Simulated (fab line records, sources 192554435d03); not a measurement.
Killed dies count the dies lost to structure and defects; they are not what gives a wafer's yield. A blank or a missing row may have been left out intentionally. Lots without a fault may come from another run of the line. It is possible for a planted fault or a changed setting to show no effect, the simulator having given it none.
fab line records	flow n5Finfet
record: lots: 6	wafers: 18	lastDay: 17
route steps=1938 shown BEOL_M7@1310 PASSIVATION@1936
lots that met no fault: from a run of the same line without faults
startH: hours from the record's opening day to when the first of the lot's shown wafers began	waitH: hours from the lot's prior step to this one	" as in the row above	L1.1+2: a single row standing in for several wafers	- no value, or no start was given	* or withheld: withheld	< > ~ a bound
route shown NAME@n: NAME is a module with steps in the file, n the number in the route of the first one	usual: the fault-free wafers' mean and standard deviation	same: alike in all rows	chamber/n: place in a boat	sites: the reading at each site	_std_site: their standard deviation	_edge_site: mean of outer sites minus mean of inner sites	radiusMm: how far each site lies from the wafer's centre	mask NAME#n: copy n	behind: tool/chamber where the wafer was last shaped	hold: why the lot went on hold/how many hours it stayed there/how the hold came to an end	device: transistor that didn't switch, given as n, p or np	end of line: the same wafers' tests at the end of the route	where a step has no rows: the recipe by itself	killed: the dies lost at the first sort to structure and to defects; this is not the yield of the wafer	map: the dies of a wafer, with x for killed, . for not killed, _ for no die there
set.NAME: setting as actually run; set.NAME@STEP: the setting as run at that earlier step	model.NAME: the simulator's own value behind a step, which no gauge read
certain route steps with their lots: each step a table, each wafer a row
services: when a tool's chamber went out of use (startH, in hours from the record's first day, below 0 if earlier), for how many hours, and the reason
== steps ==
step: N5_BEOL_M7_STRIP_80
recipe: chemistry: N2/H2	timeS: 10	powerW: 450	tempC: 40	pressureMtorr: 20	rfFrequencyHz: 6e+07	biasPowerW: 7	n2FlowSccm: 200	h2FlowSccm: 200
usual: drypumpMotorCurrentA: 5.6/0.39	oesProductAu: 0.81/0.082	rfVppV: 59.3/0.82	showerheadPlenumPTorr: 2.57/0.077	throttleValvePct: 23.6/0.34
lot.wafer	tool	chamber	startH	waitH	drypumpMotorCurrentA	oesProductAu	rfHoursCounterH	rfVppV	showerheadPlenumPTorr	throttleValvePct
L252.2	rieDiel-04	1	-	-	5.4	0.91	23	59.1	2.48	23.7
L252.4	"	2	"	"	6.4	0.85	60	60.7	2.59	24.1
L252.5	"	1	"	"	5.4	0.91	-	58.6	2.48	23.7
L257.2	rieDiel-05	0	-	-	6.2	0.72	192	59.9	2.63	24.0
L257.3	"	3	"	"	5.6	0.88	37	58.9	2.46	23.1
L257.6	"	0	"	"	6.2	0.72	-	59.2	2.63	24.0
L260.1	rieDiel-02	0	-	-	5.4	0.92	24	59.4	2.73	23.6
L260.4	"	3	"	"	5.2	0.69	-	59.8	2.64	24.1
L260.6	"	0	"	"	5.4	0.91	-	59.0	2.73	23.6
L261.2	rieDiel-05	3	-	-	5.6	0.87	42	59.5	2.46	23.1
L261.3	"	1	"	"	5.6	0.73	180	58.6	2.51	23.5
L261.4	"	2	"	"	5.5	0.86	66	58.6	2.58	23.5
L267.1	rieDiel-04	2	-	-	6.4	0.81	85	57.9	2.58	24.1
L267.2	"	1	"	"	5.3	0.86	47	60.5	2.47	23.7
L267.5	"	2	"	"	6.4	0.81	-	59.6	2.58	24.1
L270.2	rieDiel-05	0	-	-	6.2	0.69	220	58.4	2.62	24.1
L270.3	"	3	"	"	5.6	0.83	64	58.9	2.45	23.1
L270.4	"	2	"	"	5.5	0.84	88	60.6	2.57	23.6
step: N5_BEOL_M7_OCD_MEAS_38
usual: trenchDepthNm: 93.2/1.5
lot.wafer	tool	chamber	startH	waitH	trenchDepthNm
L252.2	ocd-02	-	224.07	-	95.5
L252.4	"	-	"	"	96.0
L252.5	"	-	"	"	95.9
L257.2	ocd-02	-	249.26	-	91.4
L257.3	"	-	"	"	91.5
L257.6	"	-	"	"	91.2
L260.1	ocd-02	-	258.23	-	91.8
L260.4	"	-	"	"	90.6
L260.6	"	-	"	"	93.4
L261.2	ocd-01	-	263.28	-	92.9
L261.3	"	-	"	"	94.1
L261.4	"	-	"	"	92.0
L267.1	ocd-01	-	302.21	-	95.9
L267.2	"	-	"	"	94.3
L267.5	"	-	"	"	93.8
L270.2	ocd-01	-	332.99	-	91.6
L270.3	"	-	"	"	93.2
L270.4	"	-	"	"	91.3
step: N5_BEOL_M7_HM_STRIP_39
recipe: chemistry: peroxideTinStrip	material: TiN	targetDepthA: 250	tempC: 50	timeS: 158
step: N5_BEOL_M7_SRD_40
recipe: timeS: 30	tempC: 23	rinseLiquid: diw	dry: ipaMarangoni
step: N5_BEOL_M7_PRECLEAN_42
recipe: chemistry: residueRemover	timeS: 60	tempC: 40
step: N5_BEOL_M7_SRD_43
recipe: timeS: 30	tempC: 23	rinseLiquid: diw	dry: ipaMarangoni
step: N5_BEOL_M7_CD_MEAS_35
recipe: targetCdNm: 40	polarity: opening
usual: cdNm: 39.9/0.52
lot.wafer	tool	chamber	startH	waitH	cdNm
L252.2	cdSem-03	-	224.23	0.0	40.4
L252.4	"	-	"	"	41.2
L252.5	"	-	"	"	40.3
L257.2	cdSem-03	-	249.42	0.0	40.6
L257.3	"	-	"	"	40.2
L257.6	"	-	"	"	40.4
L260.1	cdSem-02	-	258.38	0.0	39.4
L260.4	"	-	"	"	40.0
L260.6	"	-	"	"	40.7
L261.2	cdSem-02	-	263.44	0.0	39.6
L261.3	"	-	"	"	40.2
L261.4	"	-	"	"	39.7
L267.1	cdSem-02	-	302.36	0.0	40.7
L267.2	"	-	"	"	39.7
L267.5	"	-	"	"	40.5
L270.2	cdSem-01	-	333.14	0.0	40.6
L270.3	"	-	"	"	40.0
L270.4	"	-	"	"	40.3
step: N5_BEOL_M7_CURE_75
recipe: tempC: 370	timeS: 120	ambient: DMADMS/He	material: SiCOH_lowk
usual: lampPowerPct: 52.32/0.053	wafer_temp_C_max: 371.9/0.53
lot.wafer	tool	chamber	startH	waitH	lampPowerPct	wafer_temp_C_max
L252.2	uvCure-01	0	224.32	0.1	52.29	371.6
L252.4	"	0	"	"	52.36	371.7
L252.5	"	0	"	"	52.23	371.4
L257.2	uvCure-03	1	249.51	0.1	52.34	371.1
L257.3	"	1	"	"	52.28	371.4
L257.6	"	1	"	"	52.24	371.4
L260.1	uvCure-03	0	259.13	0.7	52.41	371.3
L260.4	"	0	"	"	52.35	371.3
L260.6	"	0	"	"	52.28	370.8
L261.2	uvCure-01	0	263.53	0.1	52.28	371.2
L261.3	"	0	"	"	52.23	371.1
L261.4	"	0	"	"	52.33	372.0
L267.1	uvCure-02	0	302.40	0.0	52.39	372.4
L267.2	"	0	"	"	52.44	372.3
L267.5	"	0	"	"	52.29	371.7
L270.2	uvCure-02	0	333.23	0.1	52.42	372.4
L270.3	"	0	"	"	52.31	372.4
L270.4	"	0	"	"	52.33	371.5
step: N5_BEOL_M7_DEGAS_44
recipe: ambient: vacuum	tempC: 250	timeS: 60
usual: heaterPowerW: 332/44	susceptorTempC: 250.02/0.17
lot.wafer	tool	chamber	startH	waitH	heaterPowerW	susceptorTempC
L252.2	pvdSputter-02	-	227.89	3.5	296	249.91
L252.4	"	-	"	"	298	250.19
L252.5	"	-	"	"	316	249.77
L257.2	pvdSputter-01	-	249.84	0.3	374	249.92
L257.3	"	-	"	"	321	250.04
L257.6	"	-	"	"	318	250.20
L260.1	pvdSputter-02	-	259.45	0.3	306	249.98
L260.4	"	-	"	"	434	250.31
L260.6	"	-	"	"	331	249.91
L261.2	pvdSputter-01	-	263.81	0.2	314	250.02
L261.3	"	-	"	"	304	249.73
L261.4	"	-	"	"	319	249.94
L267.1	pvdSputter-02	-	302.78	0.3	305	249.97
L267.2	"	-	"	"	435	250.00
L267.5	"	-	"	"	435	250.13
L270.2	pvdSputter-01	-	333.91	0.6	324	249.92
L270.3	"	-	"	"	308	250.35
L270.4	"	-	"	"	375	249.68
step: N5_BEOL_M7_PRE_CLEAN_45
recipe: gas: H2/He	timeS: 30	tempC: 250
usual: heaterPowerW: 331/43	susceptorTempC: 250.01/0.18
lot.wafer	tool	chamber	startH	waitH	heaterPowerW	susceptorTempC
L252.2	pvdSputter-02	-	227.93	0.0	288	250.31
L252.4	"	-	"	"	295	249.82
L252.5	"	-	"	"	322	250.10
L257.2	pvdSputter-01	-	249.88	0.0	366	249.96
L257.3	"	-	"	"	321	249.89
L257.6	"	-	"	"	323	250.01
L260.1	pvdSputter-02	-	259.49	0.0	305	249.82
L260.4	"	-	"	"	437	249.94
L260.6	"	-	"	"	322	250.18
L261.2	pvdSputter-01	-	263.85	0.0	325	249.87
L261.3	"	-	"	"	304	250.11
L261.4	"	-	"	"	321	249.88
L267.1	pvdSputter-02	-	302.82	0.0	302	250.03
L267.2	"	-	"	"	433	250.25
L267.5	"	-	"	"	438	250.22
L270.2	pvdSputter-01	-	333.95	0.0	316	249.74
L270.3	"	-	"	"	297	250.02
L270.4	"	-	"	"	374	249.90
step: N5_BEOL_M7_ALD_77
recipe: material: TaN	targetThkA: 20	tempC: 275	aldPrecursorFamily: PDMAT	aldCoReactant: NH3	pressureTorr: 3	carrierFlowSccm: 1500	pulseTimeS: 2	purgeTimeS: 3	coReactantPurgeTimeS: 2	coReactantPulseTimeS: 3	aldCycles: 40	precursorVesselTempC: 75	precursorVesselPressureTorr: 26.25	precursorVesselCarrierSccm: 1000
usual: heaterPowerW: 420/33	mfcCarrierSccm: 1500/4.6	precursorVesselPressureTorr: 26.26/0.056	precursorVesselTempC: 74.98/0.13	susceptorTempC: 275.00/0.19
lot.wafer	tool	chamber	startH	waitH	heaterPowerW	mfcCarrierSccm	precursorVesselPressureTorr	precursorVesselTempC	susceptorTempC
L252.2	aldMetal-02	0	227.99	0.0	432	1505	26.19	75.14	274.80
L252.4	"	2	"	"	433	1498	26.31	75.04	275.05
L252.5	"	1	"	"	377	1504	26.24	75.27	275.07
L257.2	aldMetal-04	0	249.94	0.0	393	1497	26.19	75.01	275.21
L257.3	"	1	"	"	451	1497	26.24	74.55	275.07
L257.6	"	2	"	"	426	1505	26.22	74.95	275.09
L260.1	aldMetal-04	2	259.78	0.3	418	1495	26.27	75.35	274.90
L260.4	"	1	"	"	433	1505	26.14	74.96	274.72
L260.6	"	2	"	"	424	1498	26.22	75.05	274.86
L261.2	aldMetal-04	2	263.91	0.0	417	1499	26.23	75.26	274.88
L261.3	"	3	"	"	432	1501	26.25	75.04	275.05
L261.4	"	1	"	"	448	1496	26.31	74.97	275.13
L267.1	aldMetal-03	2	302.91	0.1	410	1505	26.28	74.95	275.12
L267.2	"	3	"	"	411	1504	26.16	75.04	274.71
L267.5	"	2	"	"	405	1501	26.28	74.94	274.86
L270.2	aldMetal-03	2	334.02	0.0	395	1501	26.25	74.90	275.01
L270.3	"	3	"	"	408	1506	26.30	74.89	275.11
L270.4	"	1	"	"	418	1497	26.20	74.81	275.31
step: N5_BEOL_M7_SURFACE_TREAT_79
recipe: gas: Ar	timeS: *	ionEnergyEv: *	ionCurrentMaCm2: 0.5	pressureMtorr: *	arFlowSccm: 30
step: N5_BEOL_M7_CVD_78
recipe: material: Co	targetThkA: 20	tempC: withheld	precursor: CCTBA/H2	pressureTorr: 30	timeS: 142.3
usual: runLengthS: 164.6/0.41
lot.wafer	tool	chamber	startH	waitH	runLengthS
L252.2	cvdCo-01	1	228.43	0.0	164.7
L252.4	"	2	"	"	164.7
L252.5	"	0	"	"	164.9
L257.2	cvdCo-01	1	250.31	0.0	164.7
L257.3	"	2	"	"	165.0
L257.6	"	1	"	"	164.3
L260.1	cvdCo-02	0	261.76	0.3	164.8
L260.4	"	2	"	"	164.8
L260.6	"	1	"	"	164.0
L261.2	cvdCo-01	1	264.35	0.1	164.3
L261.3	"	0	"	"	165.0
L261.4	"	0	"	"	165.2
L267.1	cvdCo-02	2	303.39	0.1	164.4
L267.2	"	1	"	"	79.2
L267.5	"	1	"	"	164.7
L270.2	cvdCo-02	2	336.16	0.2	79.3
L270.3	"	1	"	"	164.1
L270.4	"	2	"	"	164.3
step: N5_BEOL_M7_SPUTTER_48
recipe: material: Cu	targetThkA: 100	tempC: -20	biasV: 60	powerW: 26000	chamberPressurePa: 0.13	timeS: 1.667
step: N5_PASSIVATION_PROBE_49
usual: defectLimitedYield: 91.4/1.5	killed_at_M0_to_M3: 34/10	killed_at_M4_up: 15/6	killedAtContacts: 12/6	killedAtFrontEnd: 37/11	killedAtOther: 3.3/2.8	killedDies: 101/18	killedOpen: 66/14	killedShort: 33/7.8	sort_bin_5_function: 5.0/0.97	sort_bin_6_memory: 3.2/0.72	sortNPass: 1079/18	sortYieldPct: 91.4/1.5
same: grossDies: 1180	killedAtBackSide: 0	sort_bin_4_leakage[%]: 0	sort_bin_8_speed[%]: 0
lot.wafer	tool	chamber	startH	waitH	defectLimitedYield[%]	killed_at_M0_to_M3	killed_at_M4_up	killedAtContacts	killedAtFrontEnd	killedAtOther	killedDies	killedOpen	killedShort	sort_bin_5_function[%]	sort_bin_6_memory[%]	sortNPass	sortYieldPct[%]
L257.2	prober-02	-	330.91	0.1	93.1	22	15	18	26	1	82	51	28	4.1	2.5	1098	93.1
L257.3	prober-02	-	330.96	0.1	91.3	35	9	15	43	1	103	60	37	5.3	3.1	1077	91.3
L257.6	prober-02	-	331.11	0.3	93.6	16	14	18	26	2	76	55	18	4.0	2.3	1104	93.6
L270.2	prober-02	-	411.50	0.1	91.7	30	16	13	34	5	98	63	26	4.7	3.3	1082	91.7
L270.3	prober-02	-	411.55	0.1	91.6	42	12	15	28	2	99	67	29	5.2	3.2	1081	91.6
L270.4	prober-02	-	411.60	0.2	90.6	27	14	18	51	1	111	61	48	5.8	3.2	1069	90.6
killed by level:class
L257.2 MOL_CONTACT_COAG:geometricParticle:open=16 BEOL_M0_SAQP:geometricParticle:open=6 FIN_SAQP:geometricParticle:short=5 BEOL_M0_SAQP:geometricParticle:short=5 BEOL_M5:geometricParticle:short=5 BEOL_M1:geometricParticle:open=4 BEOL_M4:geometricParticle:open=3 STI_FIN_REVEAL:geometricParticle:open=3
L257.3 STI_FIN_REVEAL:geometricParticle:open=15 MOL_CONTACT_COAG:geometricParticle:open=13 FIN_SAQP:geometricParticle:short=8 BEOL_M1:geometricParticle:open=8 BEOL_M1:geometricParticle:short=5 BEOL_M2:geometricParticle:open=5 BEOL_M0_SAQP:geometricParticle:short=4 BEOL_M0:geometricParticle:short=4
L257.6 MOL_CONTACT_COAG:geometricParticle:open=14 STI_FIN_REVEAL:geometricParticle:open=7 BEOL_M4:geometricParticle:open=6 DUMMY_GATE:geometricParticle:open=4 MOL_CONTACT_COAG:geometricParticle:short=4 BEOL_M2:geometricParticle:open=4 GATE_CUT:geometricParticle:short=3 BEOL_M0_SAQP:geometricParticle:open=3
L270.2 STI_FIN_REVEAL:geometricParticle:open=8 MOL_CONTACT_COAG:geometricParticle:open=8 BEOL_M1:geometricParticle:open=7 BEOL_M2:geometricParticle:open=7 GATE_CUT:geometricParticle:open=6 DUMMY_GATE:geometricParticle:open=4 BEOL_M4:geometricParticle:open=4 BEOL_M0_SAQP:geometricParticle:short=4
L270.3 MOL_CONTACT_COAG:geometricParticle:open=12 BEOL_M2:geometricParticle:open=11 STI_FIN_REVEAL:geometricParticle:open=10 BEOL_M0_SAQP:geometricParticle:short=8 GATE_CUT:geometricParticle:short=6 BEOL_M0_SAQP:geometricParticle:open=6 BEOL_M3:geometricParticle:open=6 BEOL_M1:geometricParticle:open=4
L270.4 FIN_SAQP:geometricParticle:short=20 BEOL_M2:geometricParticle:open=13 MOL_CONTACT_COAG:geometricParticle:open=12 STI_FIN_REVEAL:geometricParticle:open=9 MOL_CONTACT_COAG:geometricParticle:short=6 FIN_SAQP:geometricParticle:open=5 STI_FIN_REVEAL:geometricParticle:short=4 BEOL_M4:geometricParticle:open=4
== services ==
tool	chamber	startH	hours	kind
rieDiel-02	3	201.95	4.0	repair
uvCure-02	-	206.66	14.6	pm
uvCure-01	-	206.68	10.0	repair
rieDiel-05	3	210.20	15.3	repair
uvCure-03	-	215.20	9.7	repair
cvdCo-02	-	215.45	1.5	repair
uvCure-03	-	224.93	2.1	pm
uvCure-03	-	233.21	6.0	pm
aldMetal-03	2	235.99	3.8	repair
uvCure-02	-	236.79	7.5	pm
cvdCo-02	1	240.53	10.1	repair
uvCure-01	-	250.82	9.8	repair
rieDiel-02	3	264.08	11.4	repair
rieDiel-02	-	271.71	2.8	pm
aldMetal-03	-	272.48	2.8	pm
cvdCo-02	0	290.57	66.4	repair
aldMetal-04	3	292.83	2.8	repair
cvdCo-01	-	298.11	6.9	pm
rieDiel-02	-	300.28	4.0	repair
rieDiel-02	0	322.58	9.6	repair
cvdCo-02	2	324.30	8.6	repair
aldMetal-04	3	329.48	2.8	repair
rieDiel-04	1	330.34	2.0	repair
aldMetal-02	-	335.70	0.9	repair
== key ==
firstSign: step: N5_BEOL_M7_CVD_78	reading: runLengthS	direction: down	sigmas: 99+	usual: *	struck: *
effect none on later readings
metAt N5_BEOL_M7_CVD_78
struckWafers L267.2,L270.2
onsetBetween 261.76 303.39
fault: kind: processParameterDrift	tool: cvdCo-02	chamber: -	onsetH: 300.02	steps: N5_BEOL_M7_CVD_78	channel: timeS	offset: *	shape: step	endH: 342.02	scope: struckWafersOnly	actsIn: *	stated: *
